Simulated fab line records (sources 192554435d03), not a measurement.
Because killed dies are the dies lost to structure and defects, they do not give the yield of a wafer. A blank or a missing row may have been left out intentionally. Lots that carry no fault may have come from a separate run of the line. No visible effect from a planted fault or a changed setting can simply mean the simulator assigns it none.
Chamber matching | flow n5 finfet | N5_BEOL_M8_VIA_ETCH_34 on rie diel-04: 4 sister chambers
The step etches SiCOH lowk in C4F6/O2, target depth 125.5 nm, time 50.5 s. 8 wafers are shown with their chamber, then 8 later ones without.

== WAFERS, EACH WITH ITS CHAMBER ==
wafer  | chamber | showerhead plenum p Torr (Torr) | drypump motor current A (A)
L080.2 | 2       | 2.87                            | 5.5
L078.1 | 1       | 2.78                            | 6.5
L078.5 | 0       | 2.81                            | 5.1
L079.4 | 0       | 2.81                            | 5.1
L079.6 | 2       | 2.87                            | 5.5
L081.3 | 1       | 2.78                            | 6.5
L081.6 | 3       | 3.00                            | 5.8
L087.1 | 3       | 2.99                            | 5.9

== WAFERS MISSING THEIR CHAMBER ==
wafer  | showerhead plenum p Torr (Torr) | drypump motor current A (A)
L087.5 | 2.80                            | 5.1
L087.6 | 2.99                            | 5.9
L091.1 | 2.79                            | 5.2
L091.2 | 2.99                            | 5.9
L091.4 | 2.99                            | 5.8
L095.1 | 2.86                            | 5.5
L095.3 | 2.99                            | 5.9
L095.5 | 2.86                            | 5.5

== WHICH CHAMBER EACH ONE RAN IN ==
wafer  | from the rows above | in truth
L087.5 | 0                   | 0
L087.6 | 3                   | 3
L091.1 | 0                   | 0
L091.2 | 3                   | 3
L091.4 | 3                   | 3
L095.1 | 2                   | 2
L095.3 | 3                   | 3
L095.5 | 2                   | 2
Correctly placed: 8 of 8. Can't be placed from these rows: 0. Number placed wrongly: 0.
How it was worked out, from the rows above alone: a wafer's distance from a chamber is the root of the sum, over the readings, of the square of ((its reading less the chamber's mean) divided by the reading's scatter). If the next closest chamber is less than 2 further off than the closest, the wafer can't be placed; otherwise it belongs to the closest. Each chamber's mean is taken over the wafers shown for it. The scatter is the square root of a quotient: the sum, over the shown wafers, of each reading's squared deviation from its chamber's mean, divided by wafers minus chambers.
